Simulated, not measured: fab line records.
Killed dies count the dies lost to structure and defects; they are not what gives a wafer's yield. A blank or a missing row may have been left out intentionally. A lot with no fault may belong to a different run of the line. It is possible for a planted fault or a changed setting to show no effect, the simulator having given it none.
Matching of chambers | flow nandHarc | NHARC_P_M2_ETCH_35 on rieDiel-11: 4 sister chambers
The step etches the open film in N2/H2, target depth 40 nm, overetch 12 nm, time 43.94 s. 7 wafers are shown with their chamber, then 7 later ones without.

WAFERS PAIRED WITH THEIR CHAMBERS
wafer  | chamber | showerheadPlenumPTorr (Torr) | drypumpMotorCurrentA (A)
L075.2 | 2       | 1.89                         | 5.9
L083.4 | 0       | 1.88                         | 6.4
L083.6 | 2       | 1.88                         | 6.0
L082.1 | 0       | 1.89                         | 6.5
L082.5 | 3       | 2.11                         | 5.5
L085.4 | 3       | 2.11                         | 5.5
L085.5 | 1       | 1.94                         | 5.9

WAFERS WITHOUT THEIR CHAMBER
wafer  | showerheadPlenumPTorr (Torr) | drypumpMotorCurrentA (A)
L085.6 | 2.22                         | 6.5
L090.3 | 1.93                         | 5.9
L090.4 | 2.22                         | 5.9
L090.6 | 2.22                         | 6.5
L092.3 | 1.93                         | 5.9
L092.4 | 1.93                         | 5.9
L092.5 | 2.21                         | 5.9

THE CHAMBER EACH PASSED THROUGH
wafer  | from the rows above | in truth
L085.6 | 3                   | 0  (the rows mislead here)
L090.3 | 1                   | 1
L090.4 | 3                   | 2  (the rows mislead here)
L090.6 | 3                   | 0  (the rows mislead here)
L092.3 | 1                   | 1
L092.4 | 1                   | 1
L092.5 | 3                   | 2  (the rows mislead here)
Placed correctly: 3 of 7. From these rows, 0 cannot be placed. Wrongly placed: 4.
How it was worked out, from the rows above alone: a wafer's distance from a chamber is the root of the sum, over the readings, of the square of ((its reading less the chamber's mean) divided by the reading's scatter). The wafer belongs to the nearest chamber; if the next one is less than 2 further off, it can't be placed. The mean given for a chamber averages the wafers shown for that chamber. The scatter is the square root of a quotient: the sum, over the shown wafers, of each reading's squared deviation from its chamber's mean, divided by wafers minus chambers.
